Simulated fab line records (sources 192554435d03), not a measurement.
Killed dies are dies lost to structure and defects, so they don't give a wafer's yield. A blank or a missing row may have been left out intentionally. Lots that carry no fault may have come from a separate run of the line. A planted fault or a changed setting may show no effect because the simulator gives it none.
Matching of chambers    flow n5 finfet    4 sister chambers for N5_MOL_CONTACT_COAG_CONTACT_ETCH_14 on rie diel-01
The step etches SiO2 in C4F6/O2, target depth 27.5 nm, overetch 8.5 nm, time 20 s. 4 wafers are shown with their chamber, then 7 later ones without.

WAFERS, EACH WITH ITS CHAMBER
wafer   chamber  drypump motor current A (A)
L087.5  3        6.2
L088.3  0        6.2
L093.2  2        5.6
L093.4  1        5.0

WAFERS WITHOUT THEIR CHAMBER
wafer   drypump motor current A (A)
L093.5  5.6
L092.1  5.0
L092.2  6.1
L092.5  5.1
L096.2  6.2
L096.4  6.2
L096.6  6.2

CHAMBER TAKEN BY EACH
wafer   from the rows above      in truth
L093.5  2                        2
L092.1  1                        1
L092.2  can't be placed: 0 or 3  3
L092.5  1                        1
L096.2  can't be placed: 0 or 3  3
L096.4  can't be placed: 0 or 3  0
L096.6  can't be placed: 0 or 3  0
Placed correctly: 3 of 7. From these rows, 4 cannot be placed; in 4 the true chamber is one of the candidates. Number placed wrongly: 0.
How it was worked out, from the rows above alone: a wafer's distance from a chamber is the root of the sum, over the readings, of the square of ((its reading less the chamber's mean) divided by the reading's scatter). The wafer belongs to the nearest chamber; if the next one is less than 2 further off, it can't be placed. A chamber's mean is the mean of its shown wafers. The scatter: root of mean squared gap, hidden wafer to nearest shown wafer, with one shown wafer a chamber.
